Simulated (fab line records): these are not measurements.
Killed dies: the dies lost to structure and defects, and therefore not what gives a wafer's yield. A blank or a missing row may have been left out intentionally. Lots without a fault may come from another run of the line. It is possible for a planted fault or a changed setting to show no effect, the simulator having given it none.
fab line records ; flow n5-finfet
record lots=12; wafers=34; last-day=17
route steps=1938 shown MIM_BOT_ETCH@1868 TV_LITHO@1883 PASSIVATION@1910
lots that met no fault: from a run of the same line without faults
start-h: start of the lot's first displayed wafer, in hours after the record's first day ; wait-h: how many hours have passed since the lot's step before this one ; " identical to the entry in the row above ; L1.1+2: a single row standing in for several wafers ; - value missing, or start not given ; * or withheld: withheld ; < > ~ a bound
route shown NAME@n: names a module that has steps shown in the file, with the first one's number in the route ; usual: average and standard deviation across the fault-free wafers ; same: alike in all rows ; chamber/n: place in a boat ; sites: each site's reading ; _std_site: standard deviation of those values ; _edge_site: inner sites' mean taken away from outer sites' mean ; radius-mm: for every site, how far away it sits from the centre of the wafer ; mask NAME#n: copy n ; behind: the most recent tool/chamber to have shaped the wafer ; hold: why the lot went on hold/how many hours it stayed there/how the hold came to an end ; device: transistor that didn't switch, given as n, p or np ; end of line: the route-end tests of the same wafers ; step lacking rows: just its recipe ; killed: count of dies lost to structure and defects at first sort (not the wafer's yield) ; map: per-die view of a wafer (x killed, . not killed, _ where there is no die)
set.NAME: the setting as run; set.NAME@STEP: as run at that earlier step ; model.NAME: the simulator's own value behind a step, which no gauge read
the route's steps for a sample of lots (tables are steps, rows are wafers)
services: a tool's chamber out of use, with start hour (start-h, from the record's first day; less than 0 if before it), hours out, and reason
## steps
# step N5_MIM_BOT_ETCH_ETCH_00
# recipe chemistry=Cl2/BCl3; target=TiN; target-depth-a=455; ion-energy-ev=150; pressure-mtorr=10; icp-w=1000; bias-w=126; Cl2_flow_sccm=53.25; bcl3-flow-sccm=21.75; Ar_flow_sccm=25
# usual drypump-motor-current-A=6.0/0.48; oes-product-au=0.80/0.095; throttle-valve-pct=21.94/0.19
lot.wafer;tool;chamber;start-h;wait-h;drypump-motor-current-A;oes-product-au;rf-hours-counter-h;throttle-valve-pct
L361.1;rie-metal-01;0;269.36;0.1;6.4;0.73;57;21.89
L361.3;rie-metal-01;0;269.36;0.1;6.4;0.73;-;21.92
L361.6;rie-metal-01;1;269.36;0.1;6.5;0.96;-;22.02
L364.2;rie-metal-03;0;279.51;0.1;5.6;0.68;92;22.22
L364.3;rie-metal-03;1;279.51;0.1;5.8;0.85;-;21.55
L364.5;rie-metal-03;0;279.51;0.1;5.6;0.68;-;22.22
L365.1;rie-metal-01;1;286.09;0.1;6.5;0.93;4;22.02
L365.4;rie-metal-01;1;286.09;0.1;6.5;0.93;-;22.05
L365.6;rie-metal-01;0;286.09;0.1;6.4;0.73;-;21.91
L368.1;rie-metal-02;1;300.29;0.1;5.2;0.92;6;21.94
L368.2;rie-metal-02;0;300.29;0.1;6.0;0.74;54;21.99
L370.1;rie-metal-01;1;318.67;0.1;6.5;0.91;8;22.03
L370.5;rie-metal-01;0;318.67;0.1;6.4;0.71;-;21.92
L370.6;rie-metal-01;1;318.67;0.1;6.5;0.92;-;22.05
L373.2;rie-metal-03;0;329.14;0.1;5.6;0.68;97;22.23
L373.5;rie-metal-03;0;329.14;0.1;5.6;0.68;-;22.25
L373.6;rie-metal-03;1;329.14;0.1;5.9;0.84;-;21.56
L372.1;rie-metal-03;1;341.96;0.1;5.8;0.84;23;21.53
L372.3;rie-metal-03;0;341.96;0.1;5.6;0.68;-;22.21
L372.4;rie-metal-03;1;341.96;0.1;5.9;0.83;-;21.55
L375.1;rie-metal-02;1;347.86;0.1;5.1;0.90;10;21.96
L375.3;rie-metal-02;1;347.86;0.1;5.1;0.90;-;21.94
L375.5;rie-metal-02;1;347.86;0.1;5.1;0.90;-;21.94
L376.3;rie-metal-02;1;358.05;0.1;5.1;0.91;-;21.94
L376.4;rie-metal-02;0;358.05;0.1;6.0;0.74;-;21.98
L376.6;rie-metal-02;0;358.05;0.1;6.0;0.73;-;21.98
L381.2;rie-metal-02;1;384.51;0.1;5.2;0.88;14;21.95
L381.3;rie-metal-02;1;384.51;0.1;5.1;0.88;-;21.96
L381.5;rie-metal-02;1;384.51;0.1;5.2;0.88;-;21.97
L382.1;rie-metal-03;0;386.33;0.1;5.6;0.67;101;22.22
L382.5;rie-metal-03;1;386.33;0.1;5.9;0.82;-;21.56
L383.2;rie-metal-01;0;393.48;0.1;6.4;0.71;68;21.94
L383.3;rie-metal-01;0;393.48;0.1;6.4;0.70;-;21.95
L383.6;rie-metal-01;1;393.48;0.1;6.5;0.87;-;22.06
# step N5_PASSIVATION_CD_MEAS_10
# recipe target-cd-nm=3000; landing-energy-ev=500; detector=se-inlens
# usual cd-nm=2999.1/2.6
lot.wafer;tool;chamber;start-h;wait-h;cd-nm
L361.1;cd-sem-01;0;270.74;-;2995.6
L361.3;cd-sem-01;0;270.74;-;2996.8
L361.6;cd-sem-01;0;270.74;-;2993.0
L364.2;cd-sem-01;0;280.72;-;2996.7
L364.3;cd-sem-01;0;280.72;-;2999.8
L364.5;cd-sem-01;0;280.72;-;2997.4
L365.1;cd-sem-03;0;288.04;-;3002.6
L365.4;cd-sem-03;0;288.04;-;3000.9
L365.6;cd-sem-03;0;288.04;-;3001.9
L368.1;cd-sem-03;0;303.99;-;2996.7
L368.2;cd-sem-03;0;303.99;-;2996.4
L370.1;cd-sem-02;0;321.71;-;3002.0
L370.5;cd-sem-02;0;321.71;-;3001.9
L370.6;cd-sem-02;0;321.71;-;3001.0
L373.2;cd-sem-02;0;330.67;-;3001.7
L373.5;cd-sem-02;0;330.67;-;2999.3
L373.6;cd-sem-02;0;330.67;-;2997.6
L372.1;cd-sem-01;0;344.23;-;3002.5
L372.3;cd-sem-01;0;344.23;-;3001.2
L372.4;cd-sem-01;0;344.23;-;3000.8
L375.1;cd-sem-03;0;349.02;-;3000.4
L375.3;cd-sem-03;0;349.02;-;2997.1
L375.5;cd-sem-03;0;349.02;-;2998.3
L376.3;cd-sem-02;0;360.76;-;3001.5
L376.4;cd-sem-02;0;360.76;-;3002.4
L376.6;cd-sem-02;0;360.76;-;2998.6
L381.2;cd-sem-03;0;385.67;-;3001.7
L381.3;cd-sem-03;0;385.67;-;3002.5
L381.5;cd-sem-03;0;385.67;-;2996.9
L382.1;cd-sem-02;0;390.70;-;2998.4
L382.5;cd-sem-02;0;390.70;-;3000.7
L383.2;cd-sem-01;0;396.04;-;2999.5
L383.3;cd-sem-01;0;396.04;-;2997.8
L383.6;cd-sem-01;0;396.04;-;3000.6
# step N5_PASSIVATION_ETCH_59
# recipe chemistry=Cl2/BCl3; target=TaN; target-depth-a=650; time-s=34.9; ion-energy-ev=100; pressure-mtorr=10; icp-w=900; bias-w=100; Cl2_flow_sccm=60; bcl3-flow-sccm=30
# usual drypump-motor-current-A=5.9/0.49; oes-product-au=0.80/0.095; throttle-valve-pct=21.12/0.19
lot.wafer;tool;chamber;start-h;wait-h;drypump-motor-current-A;oes-product-au;rf-hours-counter-h;throttle-valve-pct
L361.1;rie-metal-03;1;273.37;0.3;5.9;0.85;16;20.74
L361.3;rie-metal-03;0;273.37;0.3;5.6;0.68;-;21.39
L361.6;rie-metal-03;0;273.37;0.3;5.6;0.69;-;21.38
L364.2;rie-metal-03;1;283.43;0.3;5.9;0.85;18;20.75
L364.3;rie-metal-03;0;283.43;0.3;5.5;0.68;-;21.41
L364.5;rie-metal-03;0;283.43;0.3;5.5;0.68;-;21.42
L365.1;rie-metal-03;0;290.33;0.3;5.6;0.68;93;21.40
L365.4;rie-metal-03;0;290.33;0.3;5.6;0.68;-;21.40
L365.6;rie-metal-03;1;290.33;0.3;5.9;0.84;-;20.77
L368.1;rie-metal-01;1;306.96;0.3;6.5;0.92;7;21.27
L368.2;rie-metal-01;0;306.96;0.3;6.4;0.71;61;21.14
L370.1;rie-metal-02;0;323.84;0.3;6.0;0.73;56;21.14
L370.5;rie-metal-02;0;323.84;0.3;6.0;0.73;-;21.14
L370.6;rie-metal-02;1;323.84;0.3;5.2;0.92;-;21.06
L373.2;rie-metal-01;0;332.82;0.3;6.4;0.72;63;21.13
L373.5;rie-metal-01;1;332.82;0.3;6.5;0.91;-;21.23
L373.6;rie-metal-01;0;332.82;0.3;6.4;0.72;-;21.13
L372.1;rie-metal-01;1;346.77;0.3;6.5;0.90;10;21.25
L372.3;rie-metal-01;0;346.77;0.3;6.4;0.70;-;21.16
L372.4;rie-metal-01;1;346.77;0.3;6.5;0.89;-;21.25
L375.1;rie-metal-03;1;351.04;0.3;5.8;0.83;24;20.76
L375.3;rie-metal-03;0;351.04;0.3;5.6;0.66;-;21.43
L375.5;rie-metal-03;1;351.04;0.3;5.9;0.83;-;20.75
L376.3;rie-metal-01;0;363.34;0.2;6.4;0.70;-;21.18
L376.4;rie-metal-01;1;363.34;0.2;6.5;0.89;-;21.28
L376.6;rie-metal-01;1;363.34;0.2;6.5;0.89;-;21.26
L381.2;rie-metal-03;0;387.99;0.3;5.6;0.67;101;21.41
L381.3;rie-metal-03;0;387.99;0.3;5.6;0.68;-;21.39
L381.5;rie-metal-03;1;387.99;0.3;5.9;0.81;-;20.75
L382.1;rie-metal-02;1;393.40;0.4;5.1;0.88;16;21.06
L382.5;rie-metal-02;0;393.40;0.4;6.0;0.72;-;21.15
L383.2;rie-metal-02;0;398.32;0.3;6.0;0.72;65;21.16
L383.3;rie-metal-02;1;398.32;0.3;5.2;0.87;-;21.08
L383.6;rie-metal-02;1;398.32;0.3;5.1;0.88;-;21.07
# step N5_PASSIVATION_PECVD_53
# recipe material=SiO2; target-thk-a=8000; temp-c=400; precursor=TEOS/O2; pressure-torr=6.5; rf-w=withheld; teos-flow-sccm=withheld; gas=O2; flow-sccm=2650; time-s=169.4
# usual run-length-s=197.5/0.6
lot.wafer;tool;chamber;start-h;wait-h;run-length-s;since-wet-clean-h
L361.1;pecvd-01;2;273.99;0.0;197.0;43
L361.3;pecvd-01;0;273.99;0.0;197.8;797
L361.6;pecvd-01;2;273.99;0.0;196.6;-
L364.2;pecvd-03;2;284.13;0.0;196.2;415
L364.3;pecvd-03;1;284.13;0.0;198.5;1894
L364.5;pecvd-03;0;284.13;0.0;197.0;-
L365.1;pecvd-02;1;290.96;0.0;197.2;1720
L365.4;pecvd-02;2;290.96;0.0;197.7;-
L365.6;pecvd-02;0;290.96;0.0;197.5;-
L368.1;pecvd-03;2;307.62;0.0;196.7;439
L368.2;pecvd-03;1;307.62;0.0;198.1;1918
L370.1;pecvd-02;2;324.46;0.0;198.0;269
L370.5;pecvd-02;1;324.46;0.0;197.4;-
L370.6;pecvd-02;0;324.46;0.0;197.0;-
L373.2;pecvd-01;2;333.46;0.0;103.1;102
L373.5;pecvd-01;0;333.46;0.0;197.7;-
L373.6;pecvd-01;1;333.46;0.0;197.5;-
L372.1;pecvd-01;2;347.45;0.0;102.6;116
L372.3;pecvd-01;1;347.45;0.0;198.2;1595
L372.4;pecvd-01;1;347.45;0.0;197.4;-
L375.1;pecvd-02;0;351.66;0.0;197.1;1056
L375.3;pecvd-02;1;351.66;0.0;197.3;1781
L375.5;pecvd-02;0;351.66;0.0;197.6;-
L376.3;pecvd-02;2;363.92;0.0;197.5;308
L376.4;pecvd-02;1;363.92;0.0;197.6;-
L376.6;pecvd-02;2;363.92;0.0;197.6;-
L381.2;pecvd-02;1;388.60;0.0;197.7;1818
L381.3;pecvd-02;2;388.60;0.0;197.7;333
L381.5;pecvd-02;1;388.60;0.0;198.3;-
L382.1;pecvd-03;0;394.05;0.0;197.4;1279
L382.5;pecvd-03;2;394.05;0.0;196.5;-
L383.2;pecvd-03;2;398.94;0.0;196.6;530
L383.3;pecvd-03;1;398.94;0.0;198.1;2009
L383.6;pecvd-03;0;398.94;0.0;197.0;-
# step N5_PASSIVATION_PROBE_49
# usual defect-limited-yield=91.5/1.4; killed_at_M0_to_M3=32/9.7; killed_at_M4_up=14/5.3; killed-at-contacts=11/6; killed-at-front-end=39/14; killed-at-other=3.3/2.7; killed-dies=100/17; killed-open=66/13; killed-short=32/7.4; sort_bin_5_function=4.9/0.9; sort_bin_6_memory=3.2/0.72; sort-n-pass=1080/17; sort-yield-pct=91.5/1.4
# same gross-dies=1180; killed-at-back-side=0; sort_bin_4_leakage[%]=0; sort_bin_8_speed[%]=0
lot.wafer;tool;chamber;start-h;wait-h;defect-limited-yield[%];killed_at_M0_to_M3;killed_at_M4_up;killed-at-contacts;killed-at-front-end;killed-at-other;killed-dies;killed-open;killed-short;sort_bin_5_function[%];sort_bin_6_memory[%];sort-n-pass;sort-yield-pct[%]
L361.1;prober-02;-;277.72;0.0;93.1;31;14;4;30;2;81;54;26;4.2;2.6;1099;93.1
L361.3;prober-02;-;277.82;0.1;91.3;52;5;17;26;3;103;67;36;5.7;2.5;1077;91.3
L361.6;prober-02;-;277.97;0.3;93.2;29;13;9;27;2;80;56;24;3.9;2.5;1100;93.2
L364.2;prober-02;-;288.02;0.1;89.7;43;15;11;50;2;121;77;42;6.8;3.1;1059;89.7
L364.3;prober-02;-;288.07;0.1;90.6;44;14;7;42;4;111;68;40;5.6;3.3;1069;90.6
L364.5;prober-02;-;288.17;0.2;90.9;33;10;7;56;1;107;70;36;4.7;4.0;1073;90.9
L368.1;prober-02;-;311.33;0.0;93.1;27;17;19;17;2;82;51;30;4.1;2.6;1098;93.1
L368.2;prober-02;-;311.38;0.1;91.5;26;14;2;55;3;100;64;29;4.2;3.8;1080;91.5
L370.1;prober-01;-;328.69;0.0;89.5;37;12;12;62;1;124;81;40;5.9;4.1;1056;89.5
L370.5;prober-01;-;328.89;0.2;90.4;25;11;22;51;4;113;73;39;5.8;3.6;1067;90.4
L370.6;prober-01;-;328.94;0.3;89.4;34;11;17;54;9;125;88;36;6.4;3.8;1055;89.4
L373.2;prober-01;-;337.44;0.1;91.7;34;10;18;35;1;98;58;39;5.3;2.7;1082;91.7
L373.5;prober-01;-;337.59;0.2;93.6;32;14;5;20;4;75;54;20;3.8;2.0;1105;93.6
L373.6;prober-01;-;337.64;0.3;92.7;25;19;15;23;4;86;57;29;3.6;3.2;1094;92.7
L375.1;prober-02;-;355.56;0.0;91.6;29;14;17;34;5;99;70;28;5.6;2.7;1081;91.6
L375.3;prober-02;-;355.66;0.1;92.5;36;13;8;27;4;88;53;35;4.2;3.1;1092;92.5
L375.5;prober-02;-;355.76;0.2;91.1;39;10;12;35;9;105;68;37;4.8;3.2;1075;91.1
L382.1;prober-01;-;398.41;0.0;91.9;16;13;18;45;3;95;62;29;4.8;3.1;1085;91.9
L382.5;prober-01;-;398.61;0.2;87.4;51;22;8;63;5;149;96;52;6.9;5.1;1031;87.4
# killed by level:class
L361.1 FIN_SAQP:geometric-particle:open=12 BEOL_M2:geometric-particle:open=11 BEOL_M1:geometric-particle:open=5 MOL_CONTACT_COAG:geometric-particle:open=4 BEOL_M0_SAQP:geometric-particle:open=4 BEOL_M0_SAQP:geometric-particle:short=4 BEOL_M5:geometric-particle:short=4 BEOL_M8:geometric-particle:open=4
L361.3 MOL_CONTACT_COAG:geometric-particle:open=14 BEOL_M0_SAQP:geometric-particle:short=11 BEOL_M0_SAQP:geometric-particle:open=11 BEOL_M2:geometric-particle:open=11 FIN_SAQP:geometric-particle:open=9 FIN_SAQP:geometric-particle:short=7 BEOL_M1:geometric-particle:open=7 BEOL_M2:geometric-particle:short=5
L361.6 MOL_CONTACT_COAG:geometric-particle:open=9 BEOL_M0_SAQP:geometric-particle:short=9 FIN_SAQP:geometric-particle:open=7 BEOL_M2:geometric-particle:open=7 BEOL_M0_SAQP:geometric-particle:open=5 BEOL_M8:geometric-particle:open=5 STARTING-WAFER:geometric-particle:open=5 BEOL_M1:geometric-particle:open=4
L364.2 FIN_SAQP:geometric-particle:short=16 BEOL_M0_SAQP:geometric-particle:open=12 DUMMY_GATE:geometric-particle:open=8 MOL_CONTACT_COAG:geometric-particle:open=8 STI_FIN_REVEAL:geometric-particle:open=7 BEOL_M0_SAQP:geometric-particle:short=7 BEOL_M1:geometric-particle:open=7 FIN_SAQP:geometric-particle:open=6
L364.3 BEOL_M0_SAQP:geometric-particle:open=11 FIN_SAQP:geometric-particle:short=9 BEOL_M0_SAQP:geometric-particle:short=8 BEOL_M4:geometric-particle:open=7 GATE_CUT:geometric-particle:short=7 FIN_SAQP:geometric-particle:open=6 BEOL_M2:geometric-particle:open=6 BEOL_M3:geometric-particle:short=6
L364.5 STI_FIN_REVEAL:geometric-particle:open=23 BEOL_M0_SAQP:geometric-particle:open=10 FIN_SAQP:geometric-particle:short=8 BEOL_M0_SAQP:geometric-particle:short=6 GATE_CUT:geometric-particle:short=5 MOL_CONTACT_COAG:geometric-particle:open=5 BEOL_M3:geometric-particle:open=5 DUMMY_GATE:geometric-particle:open=4
L368.1 MOL_CONTACT_COAG:geometric-particle:short=10 MOL_CONTACT_COAG:geometric-particle:open=9 BEOL_M2:geometric-particle:open=6 BEOL_M4:geometric-particle:open=6 BEOL_M1:geometric-particle:open=5 BEOL_M3:geometric-particle:open=5 BEOL_M0_SAQP:geometric-particle:open=4 BEOL_M0_SAQP:geometric-particle:short=4
L368.2 STI_FIN_REVEAL:geometric-particle:open=30 STI_FIN_REVEAL:geometric-particle:short=5 BEOL_M0_SAQP:geometric-particle:short=5 DUMMY_GATE:geometric-particle:short=4 BEOL_M4:geometric-particle:open=4 BEOL_M11:geometric-particle:open=4 HKMG_FIN:area-etch=4 FIN_SAQP:geometric-particle:short=3
L370.1 FIN_SAQP:geometric-particle:open=14 STI_FIN_REVEAL:geometric-particle:open=13 MOL_CONTACT_COAG:geometric-particle:open=12 FIN_SAQP:geometric-particle:short=11 BEOL_M0_SAQP:geometric-particle:open=10 BEOL_M0_SAQP:geometric-particle:short=10 DUMMY_GATE:geometric-particle:open=7 BEOL_M2:geometric-particle:open=7
L370.5 FIN_SAQP:geometric-particle:short=16 STI_FIN_REVEAL:geometric-particle:open=15 MOL_CONTACT_COAG:geometric-particle:open=15 BEOL_M0_SAQP:geometric-particle:open=9 BEOL_M4:geometric-particle:open=8 FIN_SAQP:geometric-particle:open=7 MOL_CONTACT_COAG:geometric-particle:short=7 BEOL_M0_SAQP:geometric-particle:short=6
L370.6 STI_FIN_REVEAL:geometric-particle:open=20 MOL_CONTACT_COAG:geometric-particle:open=16 FIN_SAQP:geometric-particle:open=9 BEOL_M0_SAQP:geometric-particle:short=9 STI_FIN_REVEAL:geometric-particle:short=8 BEOL_M2:geometric-particle:open=7 BEOL_M0_SAQP:geometric-particle:open=7 BEOL_M4:geometric-particle:open=7
L373.2 MOL_CONTACT_COAG:geometric-particle:open=14 BEOL_M0_SAQP:geometric-particle:open=13 BEOL_M0_SAQP:geometric-particle:short=11 STI_FIN_REVEAL:geometric-particle:open=8 FIN_SAQP:geometric-particle:short=7 FIN_SAQP:geometric-particle:open=6 BEOL_M4:geometric-particle:open=5 GATE_CUT:geometric-particle:short=4
L373.5 BEOL_M3:geometric-particle:open=10 BEOL_M0_SAQP:geometric-particle:open=9 STI_FIN_REVEAL:geometric-particle:open=7 BEOL_M0_SAQP:geometric-particle:short=7 MOL_CONTACT_COAG:geometric-particle:open=5 BEOL_M5:geometric-particle:open=4 FIN_SAQP:geometric-particle:open=3 FIN_SAQP:geometric-particle:short=3
L373.6 MOL_CONTACT_COAG:geometric-particle:open=14 BEOL_M4:geometric-particle:open=10 BEOL_M0_SAQP:geometric-particle:short=8 BEOL_M0_SAQP:geometric-particle:open=6 FIN_SAQP:geometric-particle:short=4 FIN_SAQP:geometric-particle:open=4 GATE_CUT:geometric-particle:short=4 BEOL_M3:geometric-particle:open=4
L375.1 MOL_CONTACT_COAG:geometric-particle:open=14 STI_FIN_REVEAL:geometric-particle:open=11 BEOL_M4:geometric-particle:open=11 BEOL_M0:geometric-particle:open=7 BEOL_M0_SAQP:geometric-particle:short=6 FIN_SAQP:geometric-particle:short=5 DUMMY_GATE:geometric-particle:short=4 BEOL_M0_SAQP:geometric-particle:open=4
L375.3 BEOL_M0_SAQP:geometric-particle:open=16 BEOL_M0_SAQP:geometric-particle:short=11 MOL_CONTACT_COAG:geometric-particle:open=7 FIN_SAQP:geometric-particle:open=5 FIN_SAQP:geometric-particle:short=5 STI_FIN_REVEAL:geometric-particle:open=5 BEOL_M4:geometric-particle:open=5 BEOL_M2:geometric-particle:open=4
L375.5 BEOL_M0_SAQP:geometric-particle:short=20 STI_FIN_REVEAL:geometric-particle:open=14 MOL_CONTACT_COAG:geometric-particle:open=12 BEOL_M0_SAQP:geometric-particle:open=7 FIN_SAQP:geometric-particle:open=5 BEOL_M3:geometric-particle:open=5 BEOL_M4:geometric-particle:open=5 BEOL_M2:geometric-particle:open=4
L382.1 MOL_CONTACT_COAG:geometric-particle:open=13 FIN_SAQP:geometric-particle:open=8 STI_FIN_REVEAL:geometric-particle:open=7 BEOL_M3:geometric-particle:open=6 ILD0:geometric-particle:open=5 GATE_CUT:geometric-particle:short=5 MOL_CONTACT_COAG:geometric-particle:short=5 BEOL_M4:geometric-particle:open=5
L382.5 STI_FIN_REVEAL:geometric-particle:open=23 BEOL_M0_SAQP:geometric-particle:open=10 BEOL_M2:geometric-particle:open=10 BEOL_M0_SAQP:geometric-particle:short=8 BEOL_M3:geometric-particle:open=8 GATE_CUT:geometric-particle:short=7 MOL_CONTACT_COAG:geometric-particle:open=7 BEOL_M4:geometric-particle:open=7
## services
tool;chamber;start-h;hours;kind
rie-metal-02;0;259.68;4.2;repair
pecvd-03;-;291.16;6.0;pm
pecvd-02;1;295.01;5.5;scheduled-down
rie-metal-01;-;296.07;2.8;pm
pecvd-01;0;297.92;5.5;scheduled-down
pecvd-03;0;297.99;2.1;scheduled-down
rie-metal-02;1;307.60;2.2;repair
rie-metal-02;-;328.93;1.4;pm
pecvd-02;-;334.10;1.0;repair
rie-metal-02;-;356.20;0.7;repair
pecvd-03;-;383.88;1.2;repair
rie-metal-03;0;388.74;-;clean
pecvd-02;-;393.09;2.1;repair
## key
first-sign step=N5_PASSIVATION_PECVD_53; reading=run-length-s; direction=down; sigmas=99+; usual=*; struck=*
effect none on later readings
met-at N5_PASSIVATION_PECVD_53
struck-lots L372,L373
struck-wafers L372.1,L373.2
not-acting-at N5_MIM_BOT_ETCH_ETCH_00,N5_PASSIVATION_CD_MEAS_10,N5_PASSIVATION_ETCH_59
onset-between 273.99 333.46
fault kind=process-parameter-drift; tool=pecvd-01; chamber=2; onset-h=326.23; steps=N5_PASSIVATION_PECVD_53; channel=time-s; offset=*; shape=step; end-h=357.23; acts-in=*; stated=*
